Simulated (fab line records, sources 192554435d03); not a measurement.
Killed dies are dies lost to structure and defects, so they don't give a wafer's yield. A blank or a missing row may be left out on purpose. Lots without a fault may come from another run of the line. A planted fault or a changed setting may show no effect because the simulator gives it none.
Chamber matching | flow n5_finfet | N5_SPACER0_ALD_08 on ald_sin-02: 4 sister chambers
The step deposits SiNx, target thk 2 nm. 8 wafers are shown with their chamber, then 11 later ones without.

WAFERS WITH THEIR CHAMBER
wafer  | chamber | heater_power_w (W)
L086.2 | 2       | 818
L086.4 | 0       | 841
L087.6 | 2       | 813
L088.2 | 0       | 818
L088.4 | 1       | 753
L091.4 | 1       | 745
L091.6 | 3       | 990
L093.1 | 3       | 1011

WAFERS WITHOUT THEIR CHAMBER
wafer  | heater_power_w (W)
L093.2 | 805
L093.5 | 987
L095.1 | 801
L095.4 | 995
L095.5 | 823
L096.1 | 813
L096.4 | 771
L096.6 | 751
L097.1 | 829
L097.4 | 1008
L097.6 | 994

WHICH CHAMBER EACH WENT THROUGH
wafer  | from the rows above     | in truth
L093.2 | can't be placed: 2 or 0 | 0
L093.5 | 3                       | 3
L095.1 | can't be placed: 2 or 0 | 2
L095.4 | 3                       | 3
L095.5 | can't be placed: 0 or 2 | 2
L096.1 | can't be placed: 2 or 0 | 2
L096.4 | can't be placed: 1 or 2 | 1
L096.6 | 1                       | 1
L097.1 | can't be placed: 0 or 2 | 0
L097.4 | 3                       | 3
L097.6 | 3                       | 3
Placed correctly: 5 of 11. Can't be placed from these rows: 6 (the true chamber is among the candidates in 6). Placed wrongly: 0.
How it was worked out, from the rows above alone: a wafer's distance from a chamber is the root of the sum, over the readings, of the square of ((its reading less the chamber's mean) divided by the reading's scatter). The wafer belongs to the nearest chamber; if the next one is less than 2 further off, it can't be placed. A chamber's mean is the mean of its shown wafers. The scatter: the root of (the sum of the squares of (reading less its chamber's mean) over the shown wafers, divided by (wafers less chambers)).
